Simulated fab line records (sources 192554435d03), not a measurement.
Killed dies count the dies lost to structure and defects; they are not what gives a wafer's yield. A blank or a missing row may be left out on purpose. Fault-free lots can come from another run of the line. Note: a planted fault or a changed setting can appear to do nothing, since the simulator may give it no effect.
Matching of chambers :: flow n5 finfet :: N5_HKMG_FIN_ALD_75 on ald hk-01 has 4 sister chambers
The step deposits Al2O3, target thk 1 nm, co reactant pulse time 1 s. 4 wafers are shown with their chamber, then 10 later ones without.

## WAFERS WITH THEIR CHAMBER
wafer: L084.5
chamber: 3
heater power w (W): 127

wafer: L084.6
chamber: 2
heater power w (W): 142

wafer: L089.1
chamber: 1
heater power w (W): 145

wafer: L089.2
chamber: 0
heater power w (W): 142

## WAFERS WITH NO CHAMBER GIVEN
wafer: L089.6
heater power w (W): 149

wafer: L090.1
heater power w (W): 147

wafer: L090.5
heater power w (W): 125

wafer: L090.6
heater power w (W): 152

wafer: L091.1
heater power w (W): 121

wafer: L091.5
heater power w (W): 141

wafer: L091.6
heater power w (W): 123

wafer: L097.4
heater power w (W): 143

wafer: L097.5
heater power w (W): 146

wafer: L097.6
heater power w (W): 127

## WHICH CHAMBER EACH ONE RAN IN
wafer: L089.6
from the rows above: can't be placed: 1 or 0 or 2
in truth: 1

wafer: L090.1
from the rows above: can't be placed: 1 or 0 or 2
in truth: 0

wafer: L090.5
from the rows above: 3
in truth: 3

wafer: L090.6
from the rows above: can't be placed: 1 or 0 or 2
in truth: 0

wafer: L091.1
from the rows above: 3
in truth: 3

wafer: L091.5
from the rows above: can't be placed: 0 or 2 or 1
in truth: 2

wafer: L091.6
from the rows above: 3
in truth: 3

wafer: L097.4
from the rows above: can't be placed: 0 or 2 or 1
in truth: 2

wafer: L097.5
from the rows above: can't be placed: 1 or 0 or 2
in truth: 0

wafer: L097.6
from the rows above: 3
in truth: 3
Correctly placed: 4 of 10. Not placeable from these rows: 6 (in 6, the candidates include the true chamber). Number placed wrongly: 0.
How it was worked out, from the rows above alone: a wafer's distance from a chamber is the root of the sum, over the readings, of the square of ((its reading less the chamber's mean) divided by the reading's scatter). If the next closest chamber is less than 2 further off than the closest, the wafer can't be placed; otherwise it belongs to the closest. The mean given for a chamber averages the wafers shown for that chamber. The scatter (one wafer shown for each chamber): square how far every hidden wafer sits from the nearest shown wafer, average those squares and take the square root.
